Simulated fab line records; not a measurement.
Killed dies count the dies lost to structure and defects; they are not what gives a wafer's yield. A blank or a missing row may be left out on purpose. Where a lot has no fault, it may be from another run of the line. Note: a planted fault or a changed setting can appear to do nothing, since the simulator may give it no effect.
fab line records ; flow n5_finfet
record lots=6; wafers=18; last_day=19
route steps=1938 shown FIN_CUT@157 BEOL_M4@1111 PASSIVATION@1936
lots untouched by any fault: they come from a run of this same line in which no faults occurred
start_h: start of the lot's first displayed wafer, in hours after the record's first day ; wait_h: how many hours have passed since the lot's step before this one ; " as in the row above ; L1.1+2: several wafers, shown together as one row ; - either no value or no given start ; * or withheld: withheld ; < > ~ a bound
route shown NAME@n: a module of which the file shows steps, and the number in the route of the first ; usual: the fault-free wafers' mean and standard deviation ; same: alike in all rows ; chamber/n: place in a boat ; sites: per-site readings ; _std_site: the standard deviation of these ; _edge_site: mean of outer sites minus mean of inner sites ; radius_mm: how far each site lies from the wafer's centre ; mask NAME#n: copy n ; behind: tool/chamber where the wafer was last shaped ; hold: the reason the lot was held/the length of the hold in hours/how it ended ; device: which transistor (n, p or np) failed to switch ; end of line: the route-end tests of the same wafers ; a step given without rows: its recipe and nothing more ; killed: count of dies lost to structure and defects at first sort (not the wafer's yield) ; map: a wafer's dies, x killed, . not, _ none there
set.NAME: the setting the step ran with; set.NAME@STEP: the setting that earlier step ran with ; model.NAME: the simulator's own value behind a step, which no gauge read
a table for each step, a row for each wafer; lots at some steps of the route
services: a tool's chamber out of use, with start hour (start_h, from the record's first day; less than 0 if before it), hours out, and reason
## steps
# step N5_FIN_CUT_COAT_02
# recipe resist=CAR-EUV; spin_rpm=1500; resist_thk_nm=30
# step N5_FIN_CUT_EBR_04
# recipe solvent=PGMEA; ebr_width_mm=1.5
# step N5_FIN_CUT_SOFTBAKE_03
# recipe temp_c=110; time_s=60; resist=CAR-EUV
# step N5_FIN_CUT_EXPOSE_05
# recipe mask_id=FIN_CUT; na=0.33; source_shape=annular; sigma_inner=0.35; sigma_outer=0.8; polarization=unpolarized; dose_mj=45.75
# step N5_FIN_CUT_PEB_06
# recipe peb_temp_c=100; peb_time_s=60; resist=CAR-EUV
# step N5_FIN_CUT_DEVELOP_07
# recipe develop_time_s=30; developer=TMAH; resist=CAR-EUV; rinse_liquid=surfactant_rinse; dry=air_spin; dev_temp_c=23
# step N5_FIN_CUT_CD_MEAS_08
# recipe target_cd_nm=29.1; landing_energy_ev=500; detector=se_inlens; polarity=opening
# usual cd_nm=29.12/0.22
lot.wafer;tool;chamber;start_h;wait_h;cd_nm
L338.1;cd_sem-01;0;69.44;-;28.90
L338.3;cd_sem-01;0;69.44;-;29.31
L338.4;cd_sem-01;0;69.44;-;29.03
L339.1;cd_sem-01;0;75.89;-;29.08
L339.4;cd_sem-01;0;75.89;-;29.34
L339.6;cd_sem-01;0;75.89;-;28.91
L340.1;cd_sem-01;0;82.14;-;28.99
L340.2;cd_sem-01;0;82.14;-;29.31
L340.6;cd_sem-01;0;82.14;-;29.07
L343.1;cd_sem-01;0;99.10;-;29.10
L343.5;cd_sem-01;0;99.10;-;29.18
L343.6;cd_sem-01;0;99.10;-;29.11
L351.4;cd_sem-03;0;148.15;-;29.07
L351.5;cd_sem-03;0;148.15;-;29.05
L351.6;cd_sem-03;0;148.15;-;29.36
L352.1;cd_sem-01;0;154.12;-;29.64
L352.2;cd_sem-01;0;154.12;-;29.02
L352.3;cd_sem-01;0;154.12;-;29.09
# step N5_FIN_CUT_OVL_MEAS_09
# recipe points_per_wafer=522
# usual FIN_CUT_OVL=-0.4/0.65
# same points_per_wafer=522
lot.wafer;tool;chamber;start_h;wait_h;FIN_CUT_OVL[nm]
L338.1;overlay-01;0;69.47;0.0;-0.4
L338.3;overlay-01;0;69.47;0.0;-0.4
L338.4;overlay-01;0;69.47;0.0;0.2
L339.1;overlay-02;0;75.92;0.0;0.0
L339.4;overlay-02;0;75.92;0.0;-0.3
L339.6;overlay-02;0;75.92;0.0;-0.7
L340.1;overlay-01;0;82.17;0.0;-0.8
L340.2;overlay-01;0;82.17;0.0;-0.3
L340.6;overlay-01;0;82.17;0.0;-0.6
L343.1;overlay-01;0;99.13;0.0;-0.3
L343.5;overlay-01;0;99.13;0.0;-0.4
L343.6;overlay-01;0;99.13;0.0;-0.5
L351.4;overlay-01;0;148.20;0.0;0.2
L351.5;overlay-01;0;148.20;0.0;-1.3
L351.6;overlay-01;0;148.20;0.0;0.3
L352.1;overlay-01;0;154.15;0.0;-1.2
L352.2;overlay-01;0;154.15;0.0;-1.3
L352.3;overlay-01;0;154.15;0.0;-0.8
# step N5_FIN_CUT_INSPECT_10
# recipe mode=adi; inspect_instrument=brightfield
# usual raw_defect_count=43/14
lot.wafer;tool;chamber;start_h;wait_h;raw_defect_count
L338.1;defect_inspect-02;-;69.53;0.1;34
L338.3;defect_inspect-02;-;69.53;0.1;33
L338.4;defect_inspect-02;-;69.53;0.1;31
L339.1;defect_inspect-01;-;75.98;0.1;35
L339.4;defect_inspect-01;-;75.98;0.1;35
L339.6;defect_inspect-01;-;75.98;0.1;47
L340.1;defect_inspect-01;-;82.23;0.1;50
L340.2;defect_inspect-01;-;82.23;0.1;23
L340.6;defect_inspect-01;-;82.23;0.1;27
L343.1;defect_inspect-01;-;99.19;0.1;50
L343.5;defect_inspect-01;-;99.19;0.1;65
L343.6;defect_inspect-01;-;99.19;0.1;34
L351.4;defect_inspect-01;-;148.24;0.0;74
L351.5;defect_inspect-01;-;148.24;0.0;46
L351.6;defect_inspect-01;-;148.24;0.0;51
L352.1;defect_inspect-01;-;154.21;0.1;63
L352.2;defect_inspect-01;-;154.21;0.1;52
L352.3;defect_inspect-01;-;154.21;0.1;69
# step N5_FIN_CUT_DESCUM_13
# recipe chemistry=O2; time_s=7; source_power_w=50; bias_power_w=20; pressure_mtorr=20; rf_frequency_hz=2.712e+07; temp_c=40; resist=CAR-EUV; o2_flow_sccm=225
# usual drypump_motor_current_A=5.7/0.46; oes_product_au=0.77/0.09; rf_vpp_V=243.1/1.4; showerhead_plenum_p_Torr=2.09/0.068; throttle_valve_pct=20.51/0.21
lot.wafer;tool;chamber;start_h;wait_h;drypump_motor_current_A;oes_product_au;rf_hours_counter_h;rf_vpp_V;showerhead_plenum_p_Torr;throttle_valve_pct
L338.1;rie_diel-02;0;69.56;0.0;5.6;0.67;243;243.2;2.07;20.71
L338.3;rie_diel-02;2;69.56;0.0;6.0;0.77;128;245.2;2.20;20.50
L338.4;rie_diel-02;3;69.56;0.0;5.8;0.83;56;242.5;2.04;20.69
L339.1;rie_diel-02;3;76.03;0.1;5.8;0.83;58;242.3;2.03;20.69
L339.4;rie_diel-02;0;76.03;0.1;5.6;0.67;245;241.3;2.07;20.69
L339.6;rie_diel-02;1;76.03;0.1;6.3;0.70;-;242.3;2.15;20.52
L340.1;rie_diel-06;3;82.27;0.0;5.5;0.72;177;243.2;2.07;20.58
L340.2;rie_diel-06;0;82.27;0.0;5.2;0.68;241;244.1;2.06;20.54
L340.6;rie_diel-06;0;82.27;0.0;5.2;0.68;-;243.0;2.06;20.54
L343.1;rie_diel-06;2;99.22;0.0;6.4;0.76;144;241.0;2.01;20.25
L343.5;rie_diel-06;3;99.22;0.0;5.5;0.71;-;243.1;2.07;20.59
L343.6;rie_diel-06;0;99.22;0.0;5.2;0.67;-;242.9;2.06;20.52
L351.4;rie_diel-02;1;148.27;0.0;6.3;0.92;15;244.3;2.14;20.16
L351.5;rie_diel-02;1;148.27;0.0;6.4;0.93;-;243.3;2.14;20.16
L351.6;rie_diel-02;2;148.27;0.0;6.0;0.75;-;244.6;2.19;20.53
L352.1;rie_diel-02;0;154.24;0.0;5.7;0.96;10;242.1;2.07;20.35
L352.2;rie_diel-02;1;154.24;0.0;6.3;0.92;16;244.6;2.14;20.18
L352.3;rie_diel-02;3;154.24;0.0;5.8;0.80;82;242.5;2.03;20.73
# step N5_FIN_CUT_ETCH_30
# recipe chemistry=N2/H2; target=underlayer; target_depth_a=130; mask_material=CAR-EUV; time_s=10.4; ion_energy_ev=200; pressure_mtorr=30; source_w=840; bias_w=150; n2_flow_sccm=200; h2_flow_sccm=200; ends=cleared
# usual bias_w=150.0/0.41; drypump_motor_current_A=5.7/0.45; etch_rf_on_time_s=10.40/0.18; oes_product_au=0.66/0.077; rf_vpp_V=523.8/2.4; showerhead_plenum_p_Torr=2.54/0.08; throttle_valve_pct=17.91/0.24
lot.wafer;tool;chamber;start_h;wait_h;bias_w;drypump_motor_current_A;etch_rf_on_time_s;oes_product_au;rf_hours_counter_h;rf_vpp_V;showerhead_plenum_p_Torr;throttle_valve_pct
L338.1;rie_diel-02;0;69.60;0.0;150.0;5.6;10.45;0.59;243;521.7;2.50;18.02
L338.3;rie_diel-02;2;69.60;0.0;150.2;6.0;10.28;0.66;128;527.5;2.65;17.78
L338.4;rie_diel-02;3;69.60;0.0;149.3;5.8;10.15;0.72;56;521.4;2.48;18.08
L339.1;rie_diel-02;3;76.07;0.0;149.5;5.8;10.14;0.72;58;521.4;2.48;18.10
L339.4;rie_diel-02;0;76.07;0.0;149.6;5.6;10.46;0.58;245;522.2;2.50;18.02
L339.6;rie_diel-02;1;76.07;0.0;149.3;6.3;10.54;0.59;-;526.0;2.60;18.03
L340.1;rie_diel-06;3;82.30;0.0;150.1;5.4;10.43;0.61;177;525.0;2.54;18.06
L340.2;rie_diel-06;0;82.30;0.0;149.7;5.2;10.44;0.58;241;522.1;2.50;17.91
L340.6;rie_diel-06;0;82.30;0.0;149.7;5.2;10.41;0.58;-;521.1;2.50;17.92
L343.1;rie_diel-06;2;99.25;0.0;150.1;6.4;10.09;0.67;144;521.3;2.44;17.62
L343.5;rie_diel-06;3;99.25;0.0;149.8;5.5;10.38;0.61;-;524.0;2.54;18.07
L343.6;rie_diel-06;0;99.25;0.0;149.3;5.2;10.41;0.58;-;524.1;2.50;17.96
L351.4;rie_diel-02;1;148.31;0.0;149.8;6.3;10.46;0.79;15;524.1;2.59;17.64
L351.5;rie_diel-02;1;148.31;0.0;149.5;6.3;10.37;0.78;-;523.5;2.59;17.63
L351.6;rie_diel-02;2;148.31;0.0;149.2;6.0;10.27;0.65;-;526.0;2.64;17.82
L352.1;rie_diel-02;0;154.28;0.0;149.5;5.6;10.31;0.81;10;522.6;2.49;17.63
L352.2;rie_diel-02;1;154.28;0.0;151.0;6.4;10.44;0.78;16;524.2;2.59;17.64
L352.3;rie_diel-02;3;154.28;0.0;149.8;5.8;10.35;0.68;82;521.5;2.47;18.15
# step N5_FIN_CUT_ETCH_20
# recipe chemistry=CF4; target=SiARC; target_depth_a=260; mask_material=CAR-EUV; time_s=43.3; ion_energy_ev=80; pressure_mtorr=40; source_w=545; bias_w=36; Ar_flow_sccm=100; cf4_flow_sccm=100; ends=cleared
# usual bias_w=35.98/0.1; cf4_flow_sccm=99.99/0.29; drypump_motor_current_A=5.7/0.46; etch_rf_on_time_s=43.2/0.69; oes_product_au=0.66/0.077; rf_vpp_V=184.0/1.1; showerhead_plenum_p_Torr=2.14/0.065; throttle_valve_pct=15.69/0.24
lot.wafer;tool;chamber;start_h;wait_h;bias_w;cf4_flow_sccm;drypump_motor_current_A;etch_rf_on_time_s;oes_product_au;rf_hours_counter_h;rf_vpp_V;showerhead_plenum_p_Torr;throttle_valve_pct
L338.1;rie_diel-02;0;69.62;0.0;35.98;99.62;5.6;43.8;0.59;243;183.4;2.11;15.84
L338.3;rie_diel-02;2;69.62;0.0;35.84;99.82;6.0;42.6;0.66;128;186.1;2.24;15.67
L338.4;rie_diel-02;3;69.62;0.0;36.07;100.11;5.8;42.6;0.72;56;184.4;2.09;15.85
L339.1;rie_diel-02;3;76.09;0.0;36.03;100.18;5.8;41.7;0.72;58;183.2;2.09;15.87
L339.4;rie_diel-02;0;76.09;0.0;35.85;100.02;5.6;43.2;0.58;245;181.4;2.11;15.84
L339.6;rie_diel-02;1;76.09;0.0;35.83;99.37;6.3;43.7;0.60;-;185.0;2.20;15.76
L340.1;rie_diel-06;3;82.32;0.0;36.01;99.97;5.5;42.7;0.61;177;184.8;2.14;15.85
L340.2;rie_diel-06;0;82.32;0.0;36.07;99.80;5.2;43.1;0.58;241;183.9;2.12;15.80
L340.6;rie_diel-06;0;82.32;0.0;35.94;99.66;5.2;42.9;0.58;-;183.7;2.12;15.81
L343.1;rie_diel-06;2;99.27;0.0;36.10;100.24;6.5;42.5;0.66;144;182.9;2.06;15.43
L343.5;rie_diel-06;3;99.27;0.0;35.97;99.79;5.4;43.6;0.60;-;183.3;2.14;15.86
L343.6;rie_diel-06;0;99.27;0.0;35.91;99.45;5.1;43.6;0.58;-;183.0;2.12;15.82
L351.4;rie_diel-02;1;148.33;0.0;36.01;99.49;6.3;43.4;0.78;15;185.9;2.19;15.28
L351.5;rie_diel-02;1;148.33;0.0;35.92;99.91;6.3;43.6;0.78;-;185.2;2.19;15.29
L351.6;rie_diel-02;2;148.33;0.0;35.98;100.48;6.0;42.8;0.64;-;184.3;2.23;15.72
L352.1;rie_diel-02;0;154.30;0.0;35.81;99.79;5.6;43.1;0.80;10;183.6;2.10;15.36
L352.2;rie_diel-02;1;154.30;0.0;36.05;100.42;6.4;43.3;0.79;16;185.0;2.19;15.29
L352.3;rie_diel-02;3;154.30;0.0;35.97;99.94;5.8;42.4;0.69;82;183.2;2.08;15.93
# step N5_FIN_CUT_ETCH_21
# recipe chemistry=N2/H2; target=SOC; target_depth_a=2190; overetch_a=438; mask_material=SiARC; temp_c=40; ion_energy_ev=100; bias_w=61; time_s=523.5; pressure_mtorr=30; source_w=850; n2_flow_sccm=200; h2_flow_sccm=200
# usual bias_w=61.03/0.19; drypump_motor_current_A=5.7/0.46; oes_product_au=0.71/0.082; rf_vpp_V=240.7/1.4; showerhead_plenum_p_Torr=2.54/0.08; throttle_valve_pct=17.86/0.24
lot.wafer;tool;chamber;start_h;wait_h;bias_w;drypump_motor_current_A;oes_product_au;rf_hours_counter_h;rf_vpp_V;showerhead_plenum_p_Torr;throttle_valve_pct
L338.1;rie_diel-02;0;69.65;0.0;61.12;5.7;0.63;243;239.6;2.50;17.98
L338.3;rie_diel-02;2;69.65;0.0;61.12;6.0;0.71;129;243.0;2.65;17.73
L338.4;rie_diel-02;3;69.65;0.0;60.98;5.8;0.77;56;239.9;2.48;18.02
L339.1;rie_diel-02;3;76.13;0.0;60.87;5.8;0.77;58;240.6;2.48;18.06
L339.4;rie_diel-02;0;76.13;0.0;61.26;5.6;0.64;245;240.3;2.50;17.97
L339.6;rie_diel-02;1;76.13;0.0;61.03;6.3;0.65;-;240.8;2.60;17.97
L340.1;rie_diel-06;3;82.36;0.0;61.12;5.5;0.66;177;239.5;2.54;18.02
L340.2;rie_diel-06;0;82.36;0.0;61.27;5.2;0.62;241;239.9;2.50;17.88
L340.6;rie_diel-06;0;82.36;0.0;61.20;5.2;0.63;-;239.8;2.50;17.88
L343.1;rie_diel-06;2;99.31;0.0;61.18;6.4;0.71;144;239.0;2.44;17.55
L343.5;rie_diel-06;3;99.31;0.0;60.96;5.5;0.65;-;241.4;2.54;18.03
L343.6;rie_diel-06;0;99.31;0.0;60.97;5.2;0.62;-;241.5;2.50;17.90
L351.4;rie_diel-02;1;148.37;0.0;58.48;6.3;0.84;15;236.0;2.59;17.60
L351.5;rie_diel-02;1;148.37;0.0;58.78;6.4;0.85;-;235.9;2.59;17.59
L351.6;rie_diel-02;2;148.37;0.0;60.75;6.0;0.69;-;241.5;2.64;17.78
L352.1;rie_diel-02;0;154.33;0.0;60.81;5.7;0.87;10;239.4;2.49;17.56
L352.2;rie_diel-02;1;154.33;0.0;58.20;6.3;0.85;16;235.4;2.59;17.60
L352.3;rie_diel-02;3;154.33;0.0;60.97;5.8;0.73;82;239.6;2.47;18.09
# step N5_FIN_CUT_STRIP_23
# recipe chemistry=N2/H2; temp_c=40; n2_flow_sccm=200; h2_flow_sccm=200; rf_frequency_hz=6e+07
# step N5_BEOL_M4_RC_MEAS_101
# usual DIBL_N=36.6/1.3; DIBL_P=36.4/1.4; IOFF_N=0.167/0.023; IOFF_P=0.219/0.029; ION_N=678/8.7; ION_P=464/6.4; SS_N=71.5/0.53; SS_P=73.4/0.57; VT_N=248.5/2.8; VT_P=-249/3.1
lot.wafer;tool;chamber;start_h;wait_h;DIBL_N[mV/V];DIBL_P[mV/V];IOFF_N[nA/um];IOFF_P[nA/um];ION_N[uA/um];ION_P[uA/um];SS_N[mV/dec];SS_P[mV/dec];VT_N[mV];VT_P[mV]
L338.1;prober-01;0;233.01;0.0;36.1;36.4;0.144;0.185;669;459;71.2;73.2;250.8;-252
L338.3;prober-01;0;233.01;0.0;37.5;37.8;0.161;0.192;678;457;71.9;74.0;248.4;-252
L338.4;prober-01;0;233.01;0.0;37.0;37.1;0.152;0.184;675;453;71.7;73.7;247.8;-255
L339.1;prober-02;0;254.65;0.0;36.8;36.3;0.165;0.234;671;467;71.4;73.5;247.1;-247
L339.4;prober-02;0;254.65;0.0;35.0;33.9;0.125;0.193;664;457;71.2;72.1;252.8;-247
L339.6;prober-02;0;254.65;0.0;35.5;34.7;0.141;0.202;676;466;71.0;72.3;249.9;-247
L343.1;prober-02;0;290.03;0.0;36.1;35.5;0.155;0.207;679;468;71.2;72.8;248.7;-248
L343.5;prober-02;0;290.03;0.0;35.5;34.5;0.146;0.200;679;470;71.1;72.5;252.4;-252
L343.6;prober-02;0;290.03;0.0;34.8;33.7;0.133;0.187;669;464;70.7;72.7;250.2;-251
L340.1;prober-01;0;300.00;0.0;36.7;38.2;0.209;0.269;681;470;71.9;73.9;245.7;-246
L340.2;prober-01;0;300.00;0.0;36.2;37.5;0.190;0.247;682;466;71.6;73.7;246.2;-246
L340.6;prober-01;0;300.00;0.0;37.3;39.1;0.214;0.276;679;467;72.0;74.4;246.3;-247
L351.4;prober-01;0;334.99;0.5;36.9;35.3;0.148;0.176;676;458;71.3;73.2;249.4;-254
L351.5;prober-01;0;334.99;0.5;37.7;36.3;0.158;0.191;680;457;71.2;73.0;250.6;-251
L351.6;prober-01;0;334.99;0.5;37.2;35.9;0.148;0.179;669;458;71.5;73.4;251.7;-255
L352.1;prober-01;0;351.14;0.0;36.9;37.9;0.164;0.231;674;467;71.6;74.1;251.0;-249
L352.2;prober-01;0;351.14;0.0;36.5;37.0;0.149;0.200;676;457;71.7;72.9;249.8;-253
L352.3;prober-01;0;351.14;0.0;37.9;39.8;0.187;0.257;683;471;72.1;73.3;247.3;-248
# step N5_PASSIVATION_PROBE_49
# usual defect_limited_yield=91.6/1.6; killed_at_M0_to_M3=32/9.7; killed_at_M4_up=13/4.4; killed_at_contacts=12/6.5; killed_at_front_end=38/12; killed_at_other=3.7/3; killed_dies=99/18; killed_open=66/14; killed_short=32/7.5; sort_bin_5_function=4.9/1; sort_bin_6_memory=3.2/0.73; sort_n_pass=1081/18; sort_yield_pct=91.6/1.6
# same gross_dies=1180; killed_at_back_side=0; sort_bin_4_leakage[%]=0; sort_bin_8_speed[%]=0
lot.wafer;tool;chamber;start_h;wait_h;defect_limited_yield[%];killed_at_M0_to_M3;killed_at_M4_up;killed_at_contacts;killed_at_front_end;killed_at_other;killed_dies;killed_open;killed_short;sort_bin_5_function[%];sort_bin_6_memory[%];sort_n_pass;sort_yield_pct[%]
L339.1;prober-02;-;353.67;0.0;94.8;13;14;3;26;5;61;39;21;3.0;1.9;1119;94.8
L339.4;prober-02;-;353.82;0.2;92.9;29;9;4;36;6;84;55;29;3.8;3.1;1096;92.9
L339.6;prober-02;-;353.92;0.3;93.0;36;10;6;29;2;83;52;31;4.2;2.5;1097;93.0
# killed by level:class
L339.1 BEOL_M3:geometric_particle:open=7 GATE_CUT:geometric_particle:open=6 FIN_SAQP:geometric_particle:open=3 GATE_CUT:geometric_particle:short=3 MIM_TOP_ETCH:geometric_particle:short=3 MOL_CONTACT_COAG:geometric_particle:open=3 BEOL_M4:geometric_particle:open=3 BEOL_M5:geometric_particle:short=3
L339.4 STI_FIN_REVEAL:geometric_particle:open=18 BEOL_M0_SAQP:geometric_particle:short=11 BEOL_M2:geometric_particle:open=7 STARTING-WAFER:geometric_particle:short=5 BEOL_M0_SAQP:geometric_particle:open=4 STI_FIN_REVEAL:geometric_particle:short=3 DUMMY_GATE:geometric_particle:open=3 MOL_CONTACT_COAG:geometric_particle:open=3
L339.6 BEOL_M3:geometric_particle:open=11 BEOL_M0_SAQP:geometric_particle:short=7 STI_FIN_REVEAL:geometric_particle:open=5 BEOL_M2:geometric_particle:open=5 MOL_CONTACT_COAG:geometric_particle:open=5 BEOL_M4:geometric_particle:open=5 ILD0:geometric_particle:short=4 BEOL_M0_SAQP:geometric_particle:open=4
## services
tool;chamber;start_h;hours;kind
rie_diel-02;1;86.29;-;clean
rie_diel-02;1;86.29;-;consumable_replace:focus_ring
rie_diel-02;1;86.29;15.5;scheduled_down
rie_diel-02;1;86.29;15.5;vent_cycle
rie_diel-02;0;102.04;-;clean
rie_diel-02;0;102.04;-;consumable_replace:focus_ring
rie_diel-02;0;102.04;16.1;scheduled_down
rie_diel-02;0;102.04;16.1;vent_cycle
rie_diel-06;0;120.08;-;clean
rie_diel-06;0;120.08;-;consumable_replace:focus_ring
rie_diel-06;0;120.08;16.2;scheduled_down
rie_diel-06;0;120.08;16.2;vent_cycle
rie_diel-06;2;125.76;11.1;repair
## key
first_sign step=N5_FIN_CUT_ETCH_21; reading=bias_w; direction=down; sigmas=13; usual=*; struck=*
effect step=N5_FIN_CUT_ETCH_21; reading=rf_vpp_V; direction=down; sigmas=3.6; usual=240.7; struck=235.7
met_at N5_FIN_CUT_ETCH_21
struck_wafers L351.4,L351.5,L352.2
onset_between 76.13 148.37
fault kind=process_parameter_drift; tool=rie_diel-02; chamber=1; onset_h=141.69; steps=N5_FIN_CUT_ETCH_21; channel=bias_w; offset=*; shape=step; end_h=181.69; acts_in=*; stated=*
